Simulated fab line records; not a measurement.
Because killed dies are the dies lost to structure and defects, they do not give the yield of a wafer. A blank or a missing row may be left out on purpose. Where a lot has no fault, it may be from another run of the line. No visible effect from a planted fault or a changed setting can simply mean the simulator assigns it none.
The tool behind it: which one? | flow n5-finfet | Sampling: 15 lots, 42 wafers, 8 of 1938 route steps

## WHAT THE GAUGES READ, wafer by wafer
N5_BEOL_M4_CD_MEAS_18: pitch 36 nm, target cd 18 nm. Usual: cd-nm reads 17.9 nm (standard deviation 0.54).
lot  | measured     | on        | cd-nm (nm)     | flag
L351 | day 10 01:56 | cd-sem-02 | 17.9 18.2 18.7 |
L354 | day 10 17:50 | cd-sem-01 | 17.1 18.0 17.6 |
L356 | day 10 21:28 | cd-sem-03 | 18.7 18.8 18.2 |
L355 | day 11 07:14 | cd-sem-03 | 17.8 16.9      |
L358 | day 11 11:46 | cd-sem-03 | 18.3 18.1 18.0 |
L357 | day 11 11:40 | cd-sem-02 | 18.6 17.1 18.3 |
L361 | day 12 06:55 | cd-sem-03 | 17.8 18.5 17.7 |
L362 | day 13 12:17 | cd-sem-01 | 18.2 17.0 17.5 |
L363 | day 13 12:16 | cd-sem-01 | 18.4 17.7      |
L364 | day 13 13:26 | cd-sem-01 | 18.1 17.8 18.8 |
L366 | day 13 22:57 | cd-sem-03 | 17.4 17.1      |
L367 | day 14 04:05 | cd-sem-03 | - - -          | OFF
L368 | day 14 05:12 | cd-sem-02 | - - -          | OFF
L369 | day 14 17:07 | cd-sem-02 | - - -          | OFF
L371 | day 15 13:01 | cd-sem-01 | 17.5 17.7 17.2 |

N5_BEOL_M4_RC_MEAS_101. Usual: DIBL_N 37.7 mV/V, standard deviation 2; DIBL_P 37.7 mV/V, standard deviation 2.3; IOFF_N 0.18 nA/um, standard deviation 0.039; IOFF_P 0.23 nA/um, standard deviation 0.042; ION_N 681 uA/um, standard deviation 12; ION_P 463 uA/um, standard deviation 8; SS_N 71.9 mV/dec, standard deviation 0.68; SS_P 73.6 mV/dec, standard deviation 0.71; VT_N 248 mV, standard deviation 3.2; VT_P -249 mV, standard deviation 3.1.
lot  | measured     | on        | DIBL_N (mV/V)  | DIBL_P (mV/V)  | IOFF_N (nA/um) | IOFF_P (nA/um) | ION_N (uA/um) | ION_P (uA/um) | SS_N (mV/dec)  | SS_P (mV/dec)  | VT_N (mV)   | VT_P (mV)      | flag
L351 | day 12 01:04 | prober-02 | 42.7 36.7 42.0 | 41.4 34.8 40.6 | 0.26 0.13 0.25 | 0.31 0.18 0.30 | 704 672 707   | 480 465 482   | 73.3 71.3 72.9 | 74.6 72.9 74.4 | 244 254 245 | -245 -254 -247 |
L354 | day 12 17:31 | prober-02 | 36.9 40.1 35.0 | 37.8 40.5 34.6 | 0.16 0.25 0.14 | 0.22 0.27 0.18 | 654 685 679   | 455 462 455   | 71.3 73.1 71.2 | 74.1 74.9 73.2 | 252 244 250 | -251 -249 -253 |
L356 | day 13 10:34 | prober-01 | 40.2 39.1 38.9 | 40.8 39.3 38.2 | 0.22 0.21 0.19 | 0.27 0.24 0.22 | 673 687 662   | 456 465 449   | 72.8 72.5 71.9 | 74.5 73.8 73.5 | 246 247 251 | -248 -248 -251 |
L355 | day 13 17:46 | prober-01 | 36.3 39.2      | 37.5 41.1      | 0.16 0.23      | 0.21 0.26      | 684 700       | 469 471       | 72.1 72.5      | 73.8 75.4      | 252 245     | -249 -248      |
L358 | day 13 21:57 | prober-01 | 37.6 40.3 38.8 | 36.9 38.5 38.6 | 0.16 0.23 0.18 | 0.23 0.25 0.24 | 664 682 670   | 460 461 455   | 72.0 72.7 71.5 | 74.0 74.1 73.5 | 250 247 251 | -249 -245 -250 |
L357 | day 13 18:59 | prober-02 | 38.7 36.7 37.4 | 39.1 36.1 39.1 | 0.19 0.15 0.18 | 0.25 0.18 0.25 | 679 680 695   | 459 458 471   | 72.9 72.5 72.8 | 74.1 73.9 74.3 | 248 250 251 | -251 -256 -250 |
L361 | day 14 15:04 | prober-02 | 40.5 34.8 39.7 | 39.8 32.8 38.2 | 0.25 0.13 0.21 | 0.26 0.16 0.23 | 689 669 681   | 464 452 462   | 72.8 70.7 72.7 | 74.4 72.4 73.4 | 242 250 246 | -247 -253 -252 |
L362 | day 15 17:26 | prober-01 | 34.6 36.4 39.1 | 35.0 37.2 40.1 | 0.14 0.16 0.21 | 0.19 0.22 0.27 | 668 673 685   | 461 461 458   | 70.6 71.1 72.7 | 73.0 73.6 73.4 | 249 251 247 | -250 -251 -248 |
L363 | day 15 14:21 | prober-01 | 35.0 41.1      | 35.0 41.9      | 0.15 0.26      | 0.20 0.31      | 691 679       | 476 465       | 70.9 72.4      | 72.8 74.6      | 248 243     | -250 -243      |
L364 | day 15 08:53 | prober-01 | 40.9 37.4 37.9 | 40.7 36.3 36.6 | 0.22 0.16 0.16 | 0.30 0.22 0.22 | 692 676 679   | 477 468 471   | 72.4 71.1 71.7 | 74.6 73.8 73.2 | 244 248 250 | -242 -250 -249 |
L366 | day 15 12:55 | prober-02 | 37.3 38.1      | 36.6 37.9      | 0.16 0.19      | 0.23 0.25      | 680 676       | 463 459       | 72.0 72.4      | 74.3 73.7      | 252 249     | -250 -246      |
L371 | day 17 05:06 | prober-02 | 39.4 36.0 38.5 | 38.3 34.0 39.8 | 0.22 0.17 0.22 | 0.26 0.19 0.30 | 685 680 688   | 469 459 471   | 73.2 71.6 71.4 | 73.9 72.8 73.6 | 245 249 244 | -247 -251 -246 |

## WHICH TOOL RAN EACH LOT (tool, then ch and the chambers of the sampled wafers, then the start)
lot  | N5_BEOL_M3_ANNEAL_93         | N5_BEOL_M3_ANNEAL_95         | N5_BEOL_M4_ETCH_74                 | N5_BEOL_M4_ETCH_63                 | N5_BEOL_M4_ETCH_64                 | N5_BEOL_M4_HM_OPEN_17
L351 | pvd-sputter-01, day 9 19:29  | pvd-sputter-01, day 9 19:42  | rie-diel-01 ch 1,2,3, day 10 01:26 | rie-diel-01 ch 1,2,3, day 10 01:28 | rie-diel-01 ch 1,2,3, day 10 01:29 | rie-metal-01 ch 0,1, day 10 01:40
L354 | pvd-sputter-02, day 10 14:05 | pvd-sputter-02, day 10 14:19 | rie-diel-01 ch 2,3, day 10 17:16   | rie-diel-01 ch 2,3, day 10 17:17   | rie-diel-01 ch 2,3, day 10 17:19   | rie-metal-02 ch 0,1, day 10 17:40
L356 | pvd-sputter-02, day 10 17:50 | pvd-sputter-02, day 10 18:03 | rie-diel-05 ch 0,3, day 10 21:03   | rie-diel-05 ch 0,3, day 10 21:04   | rie-diel-05 ch 0,3, day 10 21:06   | rie-metal-01 ch 0,1, day 10 21:17
L355 | pvd-sputter-01, day 11 04:17 | pvd-sputter-01, day 11 04:30 | rie-diel-04 ch 0,2, day 11 06:50   | rie-diel-04 ch 0,2, day 11 06:52   | rie-diel-04 ch 0,2, day 11 06:56   | rie-metal-01 ch 0, day 11 07:05
L358 | pvd-sputter-03, day 11 05:59 | pvd-sputter-03, day 11 06:12 | rie-diel-01 ch 1,3, day 11 11:17   | rie-diel-01 ch 1,3, day 11 11:19   | rie-diel-01 ch 1,3, day 11 11:20   | rie-metal-02 ch 0,1, day 11 11:35
L357 | pvd-sputter-01, day 11 06:07 | pvd-sputter-01, day 11 06:20 | rie-diel-04 ch 0,2,3, day 11 11:11 | rie-diel-04 ch 0,2,3, day 11 11:13 | rie-diel-04 ch 0,2,3, day 11 11:14 | rie-metal-01 ch 0,1, day 11 11:29
L361 | pvd-sputter-02, day 12 03:26 | pvd-sputter-02, day 12 03:39 | rie-diel-04 ch 1,2, day 12 06:31   | rie-diel-04 ch 1,2, day 12 06:32   | rie-diel-04 ch 1,2, day 12 06:34   | rie-metal-03 ch 0,1, day 12 06:46
L362 | pvd-sputter-02, day 13 06:05 | pvd-sputter-02, day 13 06:18 | rie-diel-01 ch 2,3, day 13 11:07   | rie-diel-01 ch 2,3, day 13 11:08   | rie-diel-01 ch 2,3, day 13 11:09   | rie-metal-03 ch 0,1, day 13 12:05
L363 | pvd-sputter-03, day 13 06:35 | pvd-sputter-03, day 13 06:49 | rie-diel-05 ch 2,3, day 13 11:25   | rie-diel-05 ch 2,3, day 13 11:27   | rie-diel-05 ch 2,3, day 13 11:31   | rie-metal-02 ch 0,1, day 13 12:08
L364 | pvd-sputter-01, day 13 09:13 | pvd-sputter-01, day 13 09:26 | rie-diel-05 ch 1,2, day 13 12:17   | rie-diel-05 ch 1,2, day 13 12:18   | rie-diel-05 ch 1,2, day 13 12:20   | rie-metal-01 ch 0,1, day 13 13:11
L366 | pvd-sputter-03, day 13 18:53 | pvd-sputter-03, day 13 19:07 | rie-diel-01 ch 0,3, day 13 22:33   | rie-diel-01 ch 0,3, day 13 22:34   | rie-diel-01 ch 0,3, day 13 22:38   | rie-metal-03 ch 0,1, day 13 22:47
L367 | pvd-sputter-02, day 13 23:04 | pvd-sputter-02, day 13 23:17 | rie-diel-01 ch 0,1,2, day 14 02:16 | rie-diel-01 ch 0,1,2, day 14 02:17 | rie-diel-01 ch 0,1,2, day 14 02:19 | rie-metal-01 ch 0,1, day 14 03:56
L368 | pvd-sputter-02, day 14 01:13 | pvd-sputter-02, day 14 01:26 | rie-diel-01 ch 0,1,3, day 14 04:48 | rie-diel-01 ch 0,1,3, day 14 04:49 | rie-diel-01 ch 0,1,3, day 14 04:51 | rie-metal-01 ch 0,1, day 14 05:01
L369 | pvd-sputter-03, day 14 13:32 | pvd-sputter-03, day 14 13:46 | rie-diel-01 ch 0,1,2, day 14 16:43 | rie-diel-01 ch 0,1,2, day 14 16:44 | rie-diel-01 ch 0,1,2, day 14 16:46 | rie-metal-01 ch 0,1, day 14 16:56
L371 | pvd-sputter-01, day 15 10:13 | pvd-sputter-01, day 15 10:26 | rie-diel-01 ch 0,1,3, day 15 12:37 | rie-diel-01 ch 0,1,3, day 15 12:38 | rie-diel-01 ch 0,1,3, day 15 12:40 | rie-metal-01 ch 0,1, day 15 12:50
- N5_BEOL_M3_ANNEAL_93: time 240 s.
- N5_BEOL_M3_ANNEAL_95: time 240 s.
- N5_BEOL_M4_ETCH_74: etches underlayer in N2/H2, target depth 6.5 nm, time 5.2 s.
- N5_BEOL_M4_ETCH_63: etches SiARC in CF4, target depth 15.6 nm, time 26 s.
- N5_BEOL_M4_ETCH_64: etches SOC in N2/H2, target depth 75 nm, overetch 22.5 nm, time 121.9 s.
- N5_BEOL_M4_HM_OPEN_17: chemistry Cl2/BCl3, target TiN, target depth 20 nm, overetch 6 nm.

## AS READ BY THE TOOLS THEMSELVES (means over the sampled wafers that have a number; for cases with no such wafer, the mark the record gives instead)
N5_BEOL_M3_ANNEAL_93. Usual: heater-power-w reads 821 W (standard deviation 110).
lot  | tool           | heater-power-w (W) | flag
L351 | pvd-sputter-01 | 853                |
L354 | pvd-sputter-02 | 828                |
L356 | pvd-sputter-02 | 852                |
L355 | pvd-sputter-01 | 770                |
L358 | pvd-sputter-03 | 870                |
L357 | pvd-sputter-01 | 763                |
L361 | pvd-sputter-02 | 756                |
L362 | pvd-sputter-02 | 821                |
L363 | pvd-sputter-03 | 770                |
L364 | pvd-sputter-01 | 838                |
L366 | pvd-sputter-03 | 884                |
L367 | pvd-sputter-02 | 903                |
L368 | pvd-sputter-02 | 822                |
L369 | pvd-sputter-03 | 832                |
L371 | pvd-sputter-01 | 846                |

N5_BEOL_M3_ANNEAL_95. Usual: heater-power-w reads 822 W (standard deviation 110).
lot  | tool           | heater-power-w (W) | flag
L351 | pvd-sputter-01 | 853                |
L354 | pvd-sputter-02 | 829                |
L356 | pvd-sputter-02 | 848                |
L355 | pvd-sputter-01 | 780                |
L358 | pvd-sputter-03 | 882                |
L357 | pvd-sputter-01 | 777                |
L361 | pvd-sputter-02 | 743                |
L362 | pvd-sputter-02 | 834                |
L363 | pvd-sputter-03 | 768                |
L364 | pvd-sputter-01 | 854                |
L366 | pvd-sputter-03 | 890                |
L367 | pvd-sputter-02 | 899                |
L368 | pvd-sputter-02 | 835                |
L369 | pvd-sputter-03 | 834                |
L371 | pvd-sputter-01 | 838                |

N5_BEOL_M4_ETCH_74. Usual: bias-w 150.0 W, standard deviation 0.4; chamber-pressure-mTorr 30.00 mTorr, standard deviation 0.041; drypump-motor-current-A 5.9 A, standard deviation 0.41; etch-rf-on-time-s 5.18 s, standard deviation 0.14; oes-product-au 0.67 a.u., standard deviation 0.068; rf-vpp-V 525.1 V, standard deviation 2.4; showerhead-plenum-p-Torr 2.59 Torr, standard deviation 0.08; throttle-valve-pct 17.82 %, standard deviation 0.22.
lot  | tool        | bias-w (W) | chamber-pressure-mTorr (mTorr) | drypump-motor-current-A (A) | etch-rf-on-time-s (s) | oes-product-au (a.u.) | rf-vpp-V (V) | showerhead-plenum-p-Torr (Torr) | throttle-valve-pct (%) | flag
L351 | rie-diel-01 | 149.7      | 30.03                          | 6.0                         | 5.28                  | 0.60                  | 523.3        | 2.52                            | 17.86                  |
L354 | rie-diel-01 | 149.9      | 29.99                          | 5.9                         | 5.24                  | 0.61                  | 523.1        | 2.53                            | 17.74                  |
L356 | rie-diel-05 | 149.8      | 30.02                          | 6.0                         | 5.08                  | 0.71                  | 526.9        | 2.67                            | 17.40                  |
L355 | rie-diel-04 | 149.6      | 29.97                          | 5.4                         | 5.10                  | 0.73                  | 524.8        | 2.52                            | 17.74                  |
L358 | rie-diel-01 | 150.5      | 30.01                          | 6.1                         | 5.22                  | 0.74                  | 522.7        | 2.50                            | 17.75                  |
L357 | rie-diel-04 | 150.0      | 30.02                          | 5.5                         | 5.07                  | 0.68                  | 524.2        | 2.55                            | 17.83                  |
L361 | rie-diel-04 | 149.9      | 30.01                          | 6.1                         | 5.22                  | 0.70                  | 525.1        | 2.58                            | 17.96                  |
L362 | rie-diel-01 | 149.9      | 29.99                          | 6.1                         | 5.34                  | 0.60                  | 522.9        | 2.51                            | 17.76                  |
L363 | rie-diel-05 | 150.0      | 30.04                          | 6.2                         | 5.24                  | 0.70                  | 526.0        | 2.62                            | 17.65                  |
L364 | rie-diel-05 | 149.8      | 30.04                          | 6.1                         | 5.14                  | 0.72                  | 526.0        | 2.66                            | 18.02                  |
L366 | rie-diel-01 | 150.0      | 30.00                          | 6.3                         | 5.27                  | 0.62                  | 524.9        | 2.60                            | 17.90                  |
L367 | rie-diel-01 | 150.2      | 30.04                          | 5.9                         | 5.18                  | 0.67                  | 523.1        | 2.56                            | 17.92                  |
L368 | rie-diel-01 | 150.0      | 30.00                          | 6.2                         | 5.29                  | 0.67                  | 523.9        | 2.56                            | 17.87                  |
L369 | rie-diel-01 | 149.9      | 29.99                          | 5.9                         | 5.21                  | 0.67                  | 524.3        | 2.56                            | 17.93                  |
L371 | rie-diel-01 | 150.0      | 30.01                          | 6.2                         | 5.30                  | 0.65                  | 523.1        | 2.55                            | 17.90                  |

N5_BEOL_M4_ETCH_63. Usual: bias-w 36.01 W, standard deviation 0.094; cf4-flow-sccm 99.99 sccm, standard deviation 0.29; drypump-motor-current-A 5.9 A, standard deviation 0.41; etch-rf-on-time-s 26.0 s, standard deviation 0.73; oes-product-au 0.67 a.u., standard deviation 0.069; rf-vpp-V 184.4 V, standard deviation 1.1; showerhead-plenum-p-Torr 2.17 Torr, standard deviation 0.062; throttle-valve-pct 15.53 %, standard deviation 0.13.
lot  | tool        | bias-w (W) | cf4-flow-sccm (sccm) | drypump-motor-current-A (A) | etch-rf-on-time-s (s) | oes-product-au (a.u.) | rf-vpp-V (V) | showerhead-plenum-p-Torr (Torr) | throttle-valve-pct (%) | flag
L351 | rie-diel-01 | 36.03      | 99.85                | 5.9                         | 26.2                  | 0.60                  | 184.2        | 2.12                            | 15.64                  |
L354 | rie-diel-01 | 36.04      | 99.86                | 5.9                         | 26.2                  | 0.62                  | 183.7        | 2.12                            | 15.51                  |
L356 | rie-diel-05 | 36.01      | 99.93                | 6.0                         | 25.1                  | 0.71                  | 185.2        | 2.24                            | 15.30                  |
L355 | rie-diel-04 | 35.98      | 99.91                | 5.4                         | 25.5                  | 0.74                  | 184.6        | 2.13                            | 15.50                  |
L358 | rie-diel-01 | 35.97      | 99.97                | 6.1                         | 26.3                  | 0.75                  | 184.0        | 2.11                            | 15.46                  |
L357 | rie-diel-04 | 36.09      | 100.29               | 5.5                         | 25.4                  | 0.68                  | 184.5        | 2.14                            | 15.60                  |
L361 | rie-diel-04 | 35.99      | 99.65                | 6.1                         | 25.9                  | 0.72                  | 184.5        | 2.16                            | 15.56                  |
L362 | rie-diel-01 | 36.04      | 99.89                | 6.1                         | 26.7                  | 0.59                  | 184.2        | 2.11                            | 15.53                  |
L363 | rie-diel-05 | 36.00      | 100.05               | 6.2                         | 26.4                  | 0.70                  | 184.8        | 2.21                            | 15.45                  |
L364 | rie-diel-05 | 35.89      | 99.79                | 6.1                         | 26.0                  | 0.71                  | 184.7        | 2.23                            | 15.61                  |
L366 | rie-diel-01 | 36.16      | 100.05               | 6.3                         | 26.9                  | 0.62                  | 184.8        | 2.17                            | 15.54                  |
L367 | rie-diel-01 | -          | -                    | -                           | -                     | -                     | -            | -                               | -                      | OFF
L368 | rie-diel-01 | -          | -                    | -                           | -                     | -                     | -            | -                               | -                      | OFF
L369 | rie-diel-01 | -          | -                    | -                           | -                     | -                     | -            | -                               | -                      | OFF
L371 | rie-diel-01 | 35.97      | 100.07               | 6.2                         | 26.6                  | 0.65                  | 183.9        | 2.14                            | 15.57                  |

N5_BEOL_M4_ETCH_64. Usual: value, then standard deviation, for each; bias-w 150.0 W / 0.47; chamber-pressure-mTorr 30.002 mTorr / 0.027; drypump-motor-current-A 5.9 A / 0.41; oes-product-au 0.60 a.u. / 0.058; rf-vpp-V 525.0 V / 2.2; showerhead-plenum-p-Torr 2.59 Torr / 0.08; throttle-valve-pct 17.77 % / 0.22.
lot  | tool        | bias-w (W) | chamber-pressure-mTorr (mTorr) | drypump-motor-current-A (A) | oes-product-au (a.u.) | rf-vpp-V (V) | showerhead-plenum-p-Torr (Torr) | throttle-valve-pct (%) | flag
L351 | rie-diel-01 | 149.9      | 30.019                         | 6.0                         | 0.54                  | 522.6        | 2.52                            | 17.82                  |
L354 | rie-diel-01 | 149.7      | 30.015                         | 5.8                         | 0.54                  | 523.3        | 2.53                            | 17.69                  |
L356 | rie-diel-05 | 150.2      | 29.980                         | 6.0                         | 0.62                  | 528.1        | 2.67                            | 17.36                  |
L355 | rie-diel-04 | 149.7      | 30.008                         | 5.5                         | 0.66                  | 524.2        | 2.52                            | 17.68                  |
L358 | rie-diel-01 | 149.6      | 29.996                         | 6.1                         | 0.66                  | 522.7        | 2.50                            | 17.70                  |
L357 | rie-diel-04 | 150.0      | 29.983                         | 5.5                         | 0.60                  | 524.3        | 2.55                            | 17.79                  |
L361 | rie-diel-04 | 150.5      | 30.004                         | 6.1                         | 0.64                  | 523.9        | 2.58                            | 17.92                  |
L362 | rie-diel-01 | 150.0      | 29.998                         | 6.1                         | 0.54                  | 523.4        | 2.51                            | 17.69                  |
L363 | rie-diel-05 | 149.8      | 29.991                         | 6.2                         | 0.62                  | 525.6        | 2.62                            | 17.63                  |
L364 | rie-diel-05 | 150.3      | 30.003                         | 6.1                         | 0.64                  | 527.0        | 2.66                            | 17.99                  |
L366 | rie-diel-01 | 149.9      | 30.002                         | 6.3                         | 0.56                  | 525.3        | 2.60                            | 17.88                  |
L367 | rie-diel-01 | 149.9      | 30.008                         | 5.9                         | 0.30                  | 524.4        | 2.56                            | 17.84                  | OFF
L368 | rie-diel-01 | 150.5      | 30.033                         | 6.2                         | 0.30                  | 525.2        | 2.56                            | 17.79                  | OFF
L369 | rie-diel-01 | 150.3      | 29.985                         | 5.9                         | 0.29                  | 525.1        | 2.56                            | 17.84                  | OFF
L371 | rie-diel-01 | 149.7      | 29.995                         | 6.2                         | 0.59                  | 523.7        | 2.55                            | 17.86                  |

N5_BEOL_M4_HM_OPEN_17. Usual: drypump-motor-current-A 6.0 A, standard deviation 0.44; he-backside-leak-sccm 3.36 sccm, standard deviation 0.28; oes-product-au 0.65 a.u., standard deviation 0.067; throttle-valve-pct 21.9 %, standard deviation 0.34.
lot  | tool         | drypump-motor-current-A (A) | he-backside-leak-sccm (sccm) | oes-product-au (a.u.) | throttle-valve-pct (%) | flag
L351 | rie-metal-01 | 6.3                         | 3.27                         | 0.64                  | 21.8                   |
L354 | rie-metal-02 | 5.4                         | 3.61                         | 0.63                  | 22.2                   |
L356 | rie-metal-01 | 6.4                         | 3.37                         | 0.65                  | 21.7                   |
L355 | rie-metal-01 | 6.4                         | 3.22                         | 0.68                  | 21.4                   |
L358 | rie-metal-02 | 5.4                         | 3.42                         | 0.61                  | 22.4                   |
L357 | rie-metal-01 | 6.4                         | 3.35                         | 0.65                  | 21.6                   |
L361 | rie-metal-03 | 6.0                         | 3.33                         | 0.73                  | 21.9                   |
L362 | rie-metal-03 | 6.0                         | 3.36                         | 0.72                  | 22.0                   |
L363 | rie-metal-02 | 5.4                         | 3.25                         | 0.61                  | 22.3                   |
L364 | rie-metal-01 | 6.4                         | 3.38                         | 0.64                  | 21.7                   |
L366 | rie-metal-03 | 6.1                         | 3.29                         | 0.74                  | 21.9                   |
L367 | rie-metal-01 | 6.4                         | 3.25                         | 0.28                  | 22.3                   | OFF
L368 | rie-metal-01 | 6.4                         | 3.41                         | 0.28                  | 22.3                   | OFF
L369 | rie-metal-01 | 6.4                         | 3.39                         | 0.28                  | 22.3                   | OFF
L371 | rie-metal-01 | 6.3                         | 3.33                         | 0.61                  | 21.8                   |

## THE ANSWER, worked out from the rows above alone
Rule: lot off if the mean of its wafers having a number is beyond 3 standard deviations from the usual mean. Also off: a lot with no number at a reading for which 4 or more lots have one. Any other lot the step has rows for is counted as sound. The gauges are gone through in route order, then the tools' own readings, and for those a lot's mean is taken as printed above. The first step at which some lot is off is used, and at that step the reading that is off furthest; a lot without a number counts as furthest.
Off: L367, L368, L369, at N5_BEOL_M4_CD_MEAS_18 (cd-nm). Without a number there: L367, L368, L369.
A tool fits if, at a process step before that reading, it ran every lot that is off, and no sound lot after the first of them. Not tried: the gauges at N5_BEOL_M4_CD_MEAS_18; whatever is off there is also off at N5_BEOL_M4_ETCH_63, on other tools, and gauge error can't account for it. No candidate that was tried fits.

## WHAT THE SIMULATOR PUT IN
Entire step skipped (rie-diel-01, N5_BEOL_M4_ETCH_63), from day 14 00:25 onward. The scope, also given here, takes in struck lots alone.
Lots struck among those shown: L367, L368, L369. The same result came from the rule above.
